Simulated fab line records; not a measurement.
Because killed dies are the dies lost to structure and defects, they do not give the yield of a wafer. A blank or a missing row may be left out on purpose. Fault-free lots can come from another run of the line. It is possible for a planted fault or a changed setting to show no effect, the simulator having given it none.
Split-lot trial / flow n5-finfet / on a route of 1938 steps: 7 lots, 39 wafers read

ON THE SPLIT
At N5_BEOL_M11_ETCH_41 (etches SiCN in CH3F/O2, target depth 42.6 nm, time 86 s), the setting time-s was moved away from the recipe's 86 s on 18 of the 39 wafers read, by -27.9% to +56.4%. This setting was run at the recipe's value on the other wafers.

Reading taken at the split's own step.

THE READING
etch.depth-nm (the simulator's own value, which no gauge read), in nm, at N5_BEOL_M11_ETCH_41 (etches SiCN in CH3F/O2, target depth 42.6 nm, time 86 s). The file does not state a usual value for it. The 21 wafers here that ran the recipe average 32.17 nm, standard deviation 0.7 nm.

wafer=L079.1; tool, chamber at the split=rie-diel-03, 3; time-s as run, s=86; against the recipe=recipe; etch.depth-nm, nm=31.02; against lot-mates on the recipe=-
wafer=L079.2; tool, chamber at the split=rie-diel-03, 1; time-s as run, s=102.3; against the recipe=+19.0%; etch.depth-nm, nm=38.67; against lot-mates on the recipe=+6.80
wafer=L079.3; tool, chamber at the split=rie-diel-03, 0; time-s as run, s=86; against the recipe=recipe; etch.depth-nm, nm=33.27; against lot-mates on the recipe=-
wafer=L079.4; tool, chamber at the split=rie-diel-03, 2; time-s as run, s=102.3; against the recipe=+19.0%; etch.depth-nm, nm=38.59; against lot-mates on the recipe=+6.72
wafer=L079.5; tool, chamber at the split=rie-diel-03, 3; time-s as run, s=86; against the recipe=recipe; etch.depth-nm, nm=31.31; against lot-mates on the recipe=-
wafer=L079.6; tool, chamber at the split=rie-diel-03, 0; time-s as run, s=102.3; against the recipe=+19.0%; etch.depth-nm, nm=39.23; against lot-mates on the recipe=+7.36
wafer=L081.1; tool, chamber at the split=rie-diel-02, 2; time-s as run, s=67.5; against the recipe=-21.5%; etch.depth-nm, nm=24.94; against lot-mates on the recipe=-7.46
wafer=L081.2; tool, chamber at the split=rie-diel-02, 0; time-s as run, s=67.5; against the recipe=-21.5%; etch.depth-nm, nm=25.79; against lot-mates on the recipe=-6.61
wafer=L081.3; tool, chamber at the split=rie-diel-02, 3; time-s as run, s=67.5; against the recipe=-21.5%; etch.depth-nm, nm=25.31; against lot-mates on the recipe=-7.09
wafer=L081.4; tool, chamber at the split=rie-diel-02, 0; time-s as run, s=86; against the recipe=recipe; etch.depth-nm, nm=33.1; against lot-mates on the recipe=-
wafer=L081.5; tool, chamber at the split=rie-diel-02, 2; time-s as run, s=86; against the recipe=recipe; etch.depth-nm, nm=31.87; against lot-mates on the recipe=-
wafer=L081.6; tool, chamber at the split=rie-diel-02, 3; time-s as run, s=86; against the recipe=recipe; etch.depth-nm, nm=32.23; against lot-mates on the recipe=-
wafer=L080.1; tool, chamber at the split=rie-diel-02, 0; time-s as run, s=62.01; against the recipe=-27.9%; etch.depth-nm, nm=23.87; against lot-mates on the recipe=-8.46
wafer=L080.2; tool, chamber at the split=rie-diel-02, 2; time-s as run, s=86; against the recipe=recipe; etch.depth-nm, nm=31.6; against lot-mates on the recipe=-
wafer=L080.3; tool, chamber at the split=rie-diel-02, 3; time-s as run, s=86; against the recipe=recipe; etch.depth-nm, nm=32.1; against lot-mates on the recipe=-
wafer=L080.4; tool, chamber at the split=rie-diel-02, 3; time-s as run, s=62.01; against the recipe=-27.9%; etch.depth-nm, nm=23.26; against lot-mates on the recipe=-9.07
wafer=L080.5; tool, chamber at the split=rie-diel-02, 0; time-s as run, s=86; against the recipe=recipe; etch.depth-nm, nm=33.28; against lot-mates on the recipe=-
wafer=L080.6; tool, chamber at the split=rie-diel-02, 2; time-s as run, s=62.01; against the recipe=-27.9%; etch.depth-nm, nm=22.9; against lot-mates on the recipe=-9.43
wafer=L091.1; tool, chamber at the split=rie-diel-06, 2; time-s as run, s=86; against the recipe=recipe; etch.depth-nm, nm=31.67; against lot-mates on the recipe=-
wafer=L091.3; tool, chamber at the split=rie-diel-06, 3; time-s as run, s=86; against the recipe=recipe; etch.depth-nm, nm=33.23; against lot-mates on the recipe=-
wafer=L091.5; tool, chamber at the split=rie-diel-06, 2; time-s as run, s=86; against the recipe=recipe; etch.depth-nm, nm=31.85; against lot-mates on the recipe=-
wafer=L087.1; tool, chamber at the split=rie-diel-02, 0; time-s as run, s=65.46; against the recipe=-23.9%; etch.depth-nm, nm=24.84; against lot-mates on the recipe=-7.12
wafer=L087.2; tool, chamber at the split=rie-diel-02, 2; time-s as run, s=86; against the recipe=recipe; etch.depth-nm, nm=32.03; against lot-mates on the recipe=-
wafer=L087.3; tool, chamber at the split=rie-diel-02, 3; time-s as run, s=86; against the recipe=recipe; etch.depth-nm, nm=32.05; against lot-mates on the recipe=-
wafer=L087.4; tool, chamber at the split=rie-diel-02, 1; time-s as run, s=65.46; against the recipe=-23.9%; etch.depth-nm, nm=24.43; against lot-mates on the recipe=-7.53
wafer=L087.5; tool, chamber at the split=rie-diel-02, 2; time-s as run, s=86; against the recipe=recipe; etch.depth-nm, nm=31.8; against lot-mates on the recipe=-
wafer=L087.6; tool, chamber at the split=rie-diel-02, 1; time-s as run, s=65.46; against the recipe=-23.9%; etch.depth-nm, nm=24.58; against lot-mates on the recipe=-7.38
wafer=L092.1; tool, chamber at the split=rie-diel-06, 2; time-s as run, s=86; against the recipe=recipe; etch.depth-nm, nm=31.64; against lot-mates on the recipe=-
wafer=L092.2; tool, chamber at the split=rie-diel-06, 0,3; time-s as run, s=134.5; against the recipe=+56.4%; etch.depth-nm, nm=51.63; against lot-mates on the recipe=+19.59
wafer=L092.4; tool, chamber at the split=rie-diel-06, 0,3; time-s as run, s=134.5; against the recipe=+56.4%; etch.depth-nm, nm=51.63; against lot-mates on the recipe=+19.59
wafer=L092.3; tool, chamber at the split=rie-diel-06, 1; time-s as run, s=134.5; against the recipe=+56.4%; etch.depth-nm, nm=50.36; against lot-mates on the recipe=+18.32
wafer=L092.5; tool, chamber at the split=rie-diel-06, 2; time-s as run, s=86; against the recipe=recipe; etch.depth-nm, nm=31.43; against lot-mates on the recipe=-
wafer=L092.6; tool, chamber at the split=rie-diel-06, 3; time-s as run, s=86; against the recipe=recipe; etch.depth-nm, nm=33.06; against lot-mates on the recipe=-
wafer=L094.1; tool, chamber at the split=rie-diel-06, 0; time-s as run, s=103.8; against the recipe=+20.7%; etch.depth-nm, nm=40.19; against lot-mates on the recipe=+7.84
wafer=L094.2; tool, chamber at the split=rie-diel-06, 3; time-s as run, s=103.8; against the recipe=+20.7%; etch.depth-nm, nm=39.77; against lot-mates on the recipe=+7.42
wafer=L094.3; tool, chamber at the split=rie-diel-06, 2; time-s as run, s=86; against the recipe=recipe; etch.depth-nm, nm=31.82; against lot-mates on the recipe=-
wafer=L094.4; tool, chamber at the split=rie-diel-06, 1; time-s as run, s=86; against the recipe=recipe; etch.depth-nm, nm=32.03; against lot-mates on the recipe=-
wafer=L094.5; tool, chamber at the split=rie-diel-06, 3; time-s as run, s=86; against the recipe=recipe; etch.depth-nm, nm=33.2; against lot-mates on the recipe=-
wafer=L094.6; tool, chamber at the split=rie-diel-06, 0; time-s as run, s=103.8; against the recipe=+20.7%; etch.depth-nm, nm=39.73; against lot-mates on the recipe=+7.38
Rows listing several chambers each stand for several wafers; the file does not say which wafer went through which chamber.

THE FIT
A straight line over all 39 wafers: etch.depth-nm changes by +0.334 nm for each +1% of time-s; r = +1.00; the points scatter about the line by 0.64 nm.
The same after taking each lot's own level away (the mean of its wafers on the recipe; 39 wafers): +0.336 nm for each +1%; r = +1.00; scatter 0.62 nm.
According to that fit, moving time-s by its largest amount changes the reading by 19 nm.
Across the lots, their own levels run from 31.867 to 32.400 nm, a range of 0.8 times the standard deviation given above.
The two slopes agree, so the slope changes little with the lot-to-lot level.
Check: with one of the wafers moved furthest among these (+56.4%) left out of the fit, the line predicts +19 nm for it against its lot-mates. It came out at +19.6 nm against them.

THE FILE'S OWN FIT
etch.depth-nm changes by +0.337 nm for each +1% of time-s, r = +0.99.
